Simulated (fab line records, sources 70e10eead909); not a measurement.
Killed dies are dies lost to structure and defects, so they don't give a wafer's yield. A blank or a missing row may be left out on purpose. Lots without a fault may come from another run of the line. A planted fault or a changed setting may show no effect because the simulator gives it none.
Which tool did it? | flow nand_harc | 12 lots, 36 wafers sampled, at 5 steps of a route of 1159

WHAT THE GAUGES READ, wafer by wafer
NHARC_END_SORT_01. Usual: killed_at_array 26, standard deviation 9.1; killed_at_other 0.7, standard deviation 0.9; killed_at_periphery 3.6, standard deviation 2.8; killed_dies 30, standard deviation 9.2; killed_open 3.0, standard deviation 1.9; killed_short 2.0, standard deviation 1.4.
lot  | measured     | on        | killed_at_array | killed_at_other | killed_at_periphery | killed_dies | killed_open | killed_short | flag
L893 | day 19 20:22 | prober-02 | 15 17 22        | 0 0 0           | 2 5 3               | 17 22 25    | 1 4 6       | 1 3 3        |
L899 | day 21 01:45 | prober-01 | 664 649 635     | 2 2 1           | 3 4 2               | 669 655 638 | 0 0 3       | 2 1 0        | OFF
L903 | day 21 11:52 | prober-01 | 26 26 18        | 1 0 1           | 4 1 3               | 31 27 22    | 8 3 3       | 0 2 2        |
L904 | day 23 09:22 | prober-02 | 649 663 656     | 1 1 1           | 4 4 2               | 654 668 659 | 2 4 7       | 2 1 2        | OFF
L913 | day 24 18:15 | prober-02 | 35 33 33        | 1 0 1           | 0 0 1               | 36 33 35    | 2 2 1       | 0 3 2        |
L914 | day 24 19:15 | prober-01 | 20 12 19        | 1 0 0           | 4 1 3               | 25 13 22    | 4 4 5       | 6 2 4        |

WHICH TOOL RAN EACH LOT (tool, then ch and the chambers of the sampled wafers, then the start)
lot  | NHARC_A_STAIRCASE_DESCUM_186       | NHARC_A_STAIRCASE_ETCH_188         | NHARC_A_STAIRCASE_TRIM_193                    | NHARC_A_STAIRCASE_TRIM_198
L893 | rie_diel-01 ch 0,1,2, day 11 11:31 | rie_diel-01 ch 1,2,3, day 11 11:46 | rie_diel-01 ch 0,2,3, day 19 20:22 or earlier | rie_diel-01 ch 1,2,3, day 19 20:22 or earlier
L894 | rie_diel-02 ch 0,1,2, day 11 11:48 | rie_diel-02 ch 0,1,3, day 11 12:02 | rie_diel-02 ch 0,1,3, no start                | rie_diel-02 ch 0,1,2, no start
L896 | rie_diel-01 ch 0,1,2, day 11 20:22 | rie_diel-01 ch 0,1,2, day 11 20:55 | rie_diel-01 ch 0,1,2, no start                | rie_diel-02 ch 0,2,3, no start
L899 | rie_diel-02 ch 0,3, day 13 01:37   | rie_diel-02 ch 1,2, day 13 01:52   | rie_diel-02 ch 1,2,3, day 21 01:45 or earlier | rie_diel-02 ch 1,2, day 21 01:45 or earlier
L903 | rie_diel-08 ch 0,3, day 13 06:08   | rie_diel-08 ch 1,2,3, day 13 06:24 | rie_diel-08 ch 1,2, day 21 11:52 or earlier   | rie_diel-02 ch 0,3, day 21 11:52 or earlier
L904 | rie_diel-02 ch 0,1,2, day 14 14:17 | rie_diel-02 ch 2,3, day 14 14:32   | rie_diel-02 ch 0,1,2, day 23 09:22 or earlier | rie_diel-02 ch 0,1,2, day 23 09:22 or earlier
L909 | rie_diel-01 ch 1,2,3, day 14 23:42 | rie_diel-01 ch 2,3, day 15 00:43   | rie_diel-01 ch 2,3, no start                  | rie_diel-01 ch 0,3, no start
L910 | rie_diel-01 ch 0,1,3, day 15 04:53 | rie_diel-01 ch 0,2,3, day 15 05:11 | rie_diel-01 ch 0,1,2, no start                | rie_diel-01 ch 1,2,3, no start
L911 | rie_diel-08 ch 0,2,3, day 15 05:17 | rie_diel-08 ch 0,2, day 15 05:35   | rie_diel-08 ch 0,1,2, no start                | rie_diel-08 ch 0,3, no start
L913 | rie_diel-08 ch 0,1,3, day 15 19:55 | rie_diel-08 ch 2,3, day 15 21:42   | rie_diel-08 ch 0,1,3, day 24 18:15 or earlier | rie_diel-08 ch 0,3, day 24 18:15 or earlier
L914 | rie_diel-01 ch 1,3, day 16 00:14   | rie_diel-01 ch 1,3, day 16 00:40   | rie_diel-01 ch 1,2,3, day 24 19:15 or earlier | rie_diel-08 ch 1,2,3, day 24 19:15 or earlier
L912 | rie_diel-08 ch 0,1,2, day 16 01:17 | rie_diel-08 ch 1,3, day 16 01:36   | rie_diel-08 ch 1,2,3, no start                | rie_diel-01 ch 0,3, no start
- NHARC_A_STAIRCASE_DESCUM_186: chemistry O2, time 3 s.
- NHARC_A_STAIRCASE_ETCH_188: etches the open film in C4F8/O2, target depth 100 nm, time 40.5 s.
- NHARC_A_STAIRCASE_TRIM_193: chemistry O2, time 211.2 s.
- NHARC_A_STAIRCASE_TRIM_198: chemistry O2, time 211.2 s.

WHAT THE TOOLS THEMSELVES READ (means of the sampled wafers that have a number; where no wafer has one, the mark that the record gives instead)
NHARC_A_STAIRCASE_DESCUM_186. Usual: drypump_motor_current_A 5.8 A, standard deviation 0.44; oes_product_au 0.997 a.u., standard deviation 0.011; rf_vpp_V 57.8 V, standard deviation 0.86; showerhead_plenum_p_Torr 1.90 Torr, standard deviation 0.063; throttle_valve_pct 11.311 %, standard deviation 0.01.
lot  | tool        | drypump_motor_current_A (A) | oes_product_au (a.u.) | rf_vpp_V (V) | showerhead_plenum_p_Torr (Torr) | throttle_valve_pct (%) | flag
L893 | rie_diel-01 | 6.1                         | 0.991                 | 57.6         | 1.91                            | 11.313                 |
L894 | rie_diel-02 | 5.7                         | 1.001                 | 57.6         | 1.92                            | 11.315                 |
L896 | rie_diel-01 | 6.1                         | 0.984                 | 58.5         | 1.91                            | 11.314                 |
L899 | rie_diel-02 | 5.8                         | 1.008                 | 57.8         | 1.91                            | 11.309                 |
L903 | rie_diel-08 | 5.8                         | 0.980                 | 57.6         | 1.86                            | 11.307                 |
L904 | rie_diel-02 | 5.6                         | 0.999                 | 57.1         | 1.91                            | 11.315                 |
L909 | rie_diel-01 | 5.7                         | 0.997                 | 58.2         | 1.88                            | 11.316                 |
L910 | rie_diel-01 | 5.9                         | 0.999                 | 57.3         | 1.87                            | 11.310                 |
L911 | rie_diel-08 | 5.8                         | 1.000                 | 57.4         | 1.91                            | 11.314                 |
L913 | rie_diel-08 | 5.5                         | 1.002                 | 57.4         | 1.87                            | 11.319                 |
L914 | rie_diel-01 | 5.6                         | 0.998                 | 57.6         | 1.90                            | 11.309                 |
L912 | rie_diel-08 | 5.7                         | 1.009                 | 57.7         | 1.87                            | 11.313                 |

NHARC_A_STAIRCASE_ETCH_188. Usual: oes_product_au 0.931 a.u., standard deviation 0.014; rf_vpp_V 895 V, standard deviation 4.1.
lot  | tool        | oes_product_au (a.u.) | rf_vpp_V (V) | flag
L893 | rie_diel-01 | 0.936                 | 894          |
L894 | rie_diel-02 | 0.949                 | 898          |
L896 | rie_diel-01 | 0.917                 | 896          |
L899 | rie_diel-02 | 1.126                 | 897          | OFF
L903 | rie_diel-08 | 0.918                 | 897          |
L904 | rie_diel-02 | 1.123                 | 894          | OFF
L909 | rie_diel-01 | 0.922                 | 893          |
L910 | rie_diel-01 | 0.926                 | 893          |
L911 | rie_diel-08 | 0.929                 | 896          |
L913 | rie_diel-08 | 0.936                 | 899          |
L914 | rie_diel-01 | 0.935                 | 895          |
L912 | rie_diel-08 | 0.917                 | 895          |

NHARC_A_STAIRCASE_TRIM_193. Usual: drypump_motor_current_A 5.8 A, standard deviation 0.44; oes_product_au 0.996 a.u., standard deviation 0.012; rf_vpp_V 57.7 V, standard deviation 0.89; showerhead_plenum_p_Torr 3.49 Torr, standard deviation 0.11; throttle_valve_pct 17.036 %, standard deviation 0.0089.
lot  | tool        | drypump_motor_current_A (A) | oes_product_au (a.u.) | rf_vpp_V (V) | showerhead_plenum_p_Torr (Torr) | throttle_valve_pct (%) | flag
L893 | rie_diel-01 | 6.0                         | 0.986                 | 57.4         | 3.43                            | 17.032                 |
L894 | rie_diel-02 | 5.8                         | 1.000                 | 57.9         | 3.58                            | 17.030                 |
L896 | rie_diel-01 | 6.1                         | 0.987                 | 58.0         | 3.52                            | 17.043                 |
L899 | rie_diel-02 | 6.0                         | 1.006                 | 58.7         | 3.52                            | 17.031                 |
L903 | rie_diel-08 | 5.3                         | 1.002                 | 56.8         | 3.50                            | 17.030                 |
L904 | rie_diel-02 | 5.7                         | 0.993                 | 58.1         | 3.52                            | 17.042                 |
L909 | rie_diel-01 | 5.8                         | 0.987                 | 57.7         | 3.42                            | 17.027                 |
L910 | rie_diel-01 | 6.1                         | 1.000                 | 58.1         | 3.50                            | 17.034                 |
L911 | rie_diel-08 | 5.7                         | 0.995                 | 57.7         | 3.46                            | 17.032                 |
L913 | rie_diel-08 | 5.5                         | 0.997                 | 57.0         | 3.45                            | 17.026                 |
L914 | rie_diel-01 | 5.7                         | 0.993                 | 57.4         | 3.46                            | 17.035                 |
L912 | rie_diel-08 | 5.4                         | 1.008                 | 57.6         | 3.54                            | 17.043                 |

NHARC_A_STAIRCASE_TRIM_198. Usual: drypump_motor_current_A 5.8 A, standard deviation 0.43; oes_product_au 1.001 a.u., standard deviation 0.01; rf_vpp_V 57.5 V, standard deviation 0.9; showerhead_plenum_p_Torr 3.50 Torr, standard deviation 0.11; throttle_valve_pct 17.036 %, standard deviation 0.0093.
lot  | tool        | drypump_motor_current_A (A) | oes_product_au (a.u.) | rf_vpp_V (V) | showerhead_plenum_p_Torr (Torr) | throttle_valve_pct (%) | flag
L893 | rie_diel-01 | 5.7                         | 0.995                 | 56.9         | 3.49                            | 17.035                 |
L894 | rie_diel-02 | 5.6                         | 1.009                 | 58.1         | 3.53                            | 17.038                 |
L896 | rie_diel-02 | 5.7                         | 1.006                 | 57.5         | 3.49                            | 17.036                 |
L899 | rie_diel-02 | 6.0                         | 1.004                 | 57.3         | 3.56                            | 17.034                 |
L903 | rie_diel-02 | 5.8                         | 1.005                 | 57.7         | 3.53                            | 17.046                 |
L904 | rie_diel-02 | 5.7                         | 0.991                 | 56.8         | 3.52                            | 17.037                 |
L909 | rie_diel-01 | 5.9                         | 0.993                 | 57.0         | 3.36                            | 17.032                 |
L910 | rie_diel-01 | 5.7                         | 0.997                 | 57.7         | 3.47                            | 17.032                 |
L911 | rie_diel-08 | 5.8                         | 1.001                 | 56.6         | 3.42                            | 17.029                 |
L913 | rie_diel-08 | 5.8                         | 1.008                 | 56.4         | 3.42                            | 17.030                 |
L914 | rie_diel-08 | 5.4                         | 1.004                 | 57.8         | 3.54                            | 17.036                 |
L912 | rie_diel-01 | 5.9                         | 0.997                 | 57.7         | 3.36                            | 17.032                 |

THE ANSWER, worked out from the rows above alone
Rule: a lot is off if the mean of its wafers that have a number lies more than 3 standard deviations from the usual mean. A lot without any number at a reading at which 4 lots or more have one is off too. The other lots that the step has rows for count as sound. The gauges are gone through in route order, then the tools' own readings, and for those a lot's mean is taken as printed above. The first step at which some lot is off is used, and at that step the reading that is off furthest; a lot without a number counts as furthest.
Off: L899, L904, at NHARC_END_SORT_01 (killed_at_array). Neither off nor sound, because the step has no rows for them: L894, L896, L909, L910, L911, L912.
A tool fits if, at a process step before that reading, it ran every lot that is off, and no sound lot after the first of them. The gauges at NHARC_END_SORT_01 aren't tried: what is off there is off at NHARC_A_STAIRCASE_ETCH_188 too, on other tools, and a gauge's error can't cause that. NHARC_A_STAIRCASE_TRIM_193 gives no start for some lots, so the hours and the order of its lots are those of NHARC_END_SORT_01. NHARC_A_STAIRCASE_TRIM_198 gives no start for some lots, so the hours and the order of its lots are those of NHARC_END_SORT_01. One fits: rie_diel-02 at NHARC_A_STAIRCASE_DESCUM_186 and NHARC_A_STAIRCASE_ETCH_188 and NHARC_A_STAIRCASE_TRIM_193. It ran no sound lot before its first lot that is off in this sample, so the start can't be narrowed down.

WHAT THE SIMULATOR HAD PUT IN
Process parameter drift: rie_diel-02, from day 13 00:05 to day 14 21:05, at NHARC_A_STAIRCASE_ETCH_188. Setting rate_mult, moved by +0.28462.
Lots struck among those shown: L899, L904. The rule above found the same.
